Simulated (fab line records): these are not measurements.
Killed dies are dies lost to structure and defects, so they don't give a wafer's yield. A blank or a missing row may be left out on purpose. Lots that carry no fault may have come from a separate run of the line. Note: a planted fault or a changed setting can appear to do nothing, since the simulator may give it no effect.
Chamber matching | flow n5Finfet | rieDiel-06 running N5_BEOL_M14_TRENCH_ETCH_34: 4 sister chambers
The step etches SiO2 in C4F8/O2/Ar, target depth 556.65 nm, time 126.9 s. 4 wafers are shown with their chamber, then 7 later ones without.

== WAFERS, EACH WITH ITS CHAMBER ==
wafer  | chamber | rfVppV (V)
L083.6 | 2       | 2190
L087.3 | 1       | 2210
L093.1 | 3       | 2244
L093.2 | 0       | 2213

== WAFERS MISSING THEIR CHAMBER ==
wafer  | rfVppV (V)
L093.3 | 2210
L092.1 | 2214
L092.2 | 2210
L092.3 | 2189
L096.2 | 2243
L096.3 | 2209
L096.4 | 2188

== EACH ONE'S CHAMBER ==
wafer  | from the rows above | in truth
L093.3 | 1                   | 1
L092.1 | 0                   | 0
L092.2 | 1                   | 1
L092.3 | 2                   | 2
L096.2 | 3                   | 3
L096.3 | 1                   | 1
L096.4 | 2                   | 2
Placed correctly: 7 of 7. From these rows, 0 cannot be placed. Placed wrongly: 0.
How it was worked out, from the rows above alone: a wafer's distance from a chamber is the root of the sum, over the readings, of the square of ((its reading less the chamber's mean) divided by the reading's scatter). The wafer belongs to the nearest chamber; if the next one is less than 2 further off, it can't be placed. Each chamber's mean is taken over the wafers shown for it. The scatter: with one shown wafer a chamber, the root of the mean of the squares of how far each hidden wafer lies from its nearest shown one.
